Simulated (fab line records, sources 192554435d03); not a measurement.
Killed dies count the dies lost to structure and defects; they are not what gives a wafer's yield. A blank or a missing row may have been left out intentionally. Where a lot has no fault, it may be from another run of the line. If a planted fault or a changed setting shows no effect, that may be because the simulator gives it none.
Matching of chambers ; flow n5-finfet ; N5_GATE_CUT_ETCH_36 on rie-diel-02: 4 sister chambers
The step etches SiARC in CF4, target depth 13 nm, time 21.7 s. 4 wafers are shown with their chamber, then 12 later ones without.

## WAFERS PAIRED WITH THEIR CHAMBERS
wafer;chamber;drypump-motor-current-A (A)
L084.5;1;6.0
L086.1;3;5.4
L086.2;0;5.0
L086.3;2;5.9

## WAFERS WHOSE CHAMBER IS MISSING
wafer;drypump-motor-current-A (A)
L086.4;6.0
L086.5;5.9
L086.6;6.0
L087.1;5.9
L087.4;5.1
L087.5;5.9
L088.1;6.0
L088.3;5.5
L088.6;5.9
L093.1;5.9
L093.5;5.0
L093.6;5.5

## CHAMBER TAKEN BY EACH
wafer;from the rows above;in truth
L086.4;1;1
L086.5;2;2
L086.6;1;1
L087.1;2;2
L087.4;0;0
L087.5;2;2
L088.1;1;1
L088.3;3;3
L088.6;2;2
L093.1;2;2
L093.5;0;0
L093.6;3;3
Placed correctly: 12 of 12. Can't be placed from these rows: 0. Number placed wrongly: 0.
How it was worked out, from the rows above alone: a wafer's distance from a chamber is the root of the sum, over the readings, of the square of ((its reading less the chamber's mean) divided by the reading's scatter). The wafer belongs to the nearest chamber; if the next one is less than 2 further off, it can't be placed. A chamber's mean is the mean of its shown wafers. The scatter: root of mean squared gap, hidden wafer to nearest shown wafer, with one shown wafer a chamber.
